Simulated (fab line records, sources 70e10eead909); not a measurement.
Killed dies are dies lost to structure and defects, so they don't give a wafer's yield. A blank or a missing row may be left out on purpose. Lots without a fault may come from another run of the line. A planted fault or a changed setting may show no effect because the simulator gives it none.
Which tool did it? | flow nand_harc | 14 lots, 42 wafers sampled, at 1 step of a route of 1159

WHAT THE GAUGES READ, wafer by wafer
NHARC_A_SOURCE_PLATE_THK_MEAS_06: measures by ellipsometry. Usual: thk_nm 200.3 nm, standard deviation 2.1.
lot  | measured     | on            | thk_nm (nm)       | flag
L564 | day 8 06:18  | film_metro-02 | 203.6 202.7 203.0 |
L563 | day 8 06:18  | film_metro-01 | 196.7 199.1 199.4 |
L561 | day 8 10:02  | film_metro-02 | 196.6 195.4 194.2 |
L567 | day 9 01:59  | film_metro-02 | 199.6 198.3 200.8 |
L565 | day 9 01:59  | film_metro-01 | 203.0 199.1 204.1 |
L566 | day 9 01:59  | film_metro-02 | 200.0 204.5 202.3 |
L572 | day 10 14:49 | film_metro-01 | 197.5 198.2 199.1 |
L573 | day 10 14:49 | film_metro-02 | 201.1 200.0 203.2 |
L571 | day 11 01:18 | film_metro-02 | 199.7 199.9 201.0 |
L575 | day 11 06:31 | film_metro-02 | 201.8 200.1 201.2 |
L574 | day 11 06:31 | film_metro-01 | 202.5 199.9 200.5 |
L576 | day 11 13:48 | film_metro-01 | 197.6 198.5 199.5 |
L577 | day 11 13:48 | film_metro-02 | 201.7 200.8 197.9 |
L579 | day 11 23:19 | film_metro-02 | 201.9 204.4 198.5 |

WHICH TOOL RAN EACH LOT (tool, then ch and the chambers of the sampled wafers, then the start)
The record holds no process step before these readings.

WHAT THE TOOLS THEMSELVES READ (means of the sampled wafers that have a number; where no wafer has one, the mark that the record gives instead)
The record holds no such reading with a usual standard deviation.

THE ANSWER, worked out from the rows above alone
Rule: a lot is off if the mean of its wafers that have a number lies more than 3 standard deviations from the usual mean. A lot without any number at a reading at which 4 lots or more have one is off too. The other lots that the step has rows for count as sound. The gauges are gone through in route order, then the tools' own readings, and for those a lot's mean is taken as printed above. The first step at which some lot is off is used, and at that step the reading that is off furthest; a lot without a number counts as furthest.
No lot is off at any reading shown: from this, nothing can be told.

WHAT THE SIMULATOR HAD PUT IN
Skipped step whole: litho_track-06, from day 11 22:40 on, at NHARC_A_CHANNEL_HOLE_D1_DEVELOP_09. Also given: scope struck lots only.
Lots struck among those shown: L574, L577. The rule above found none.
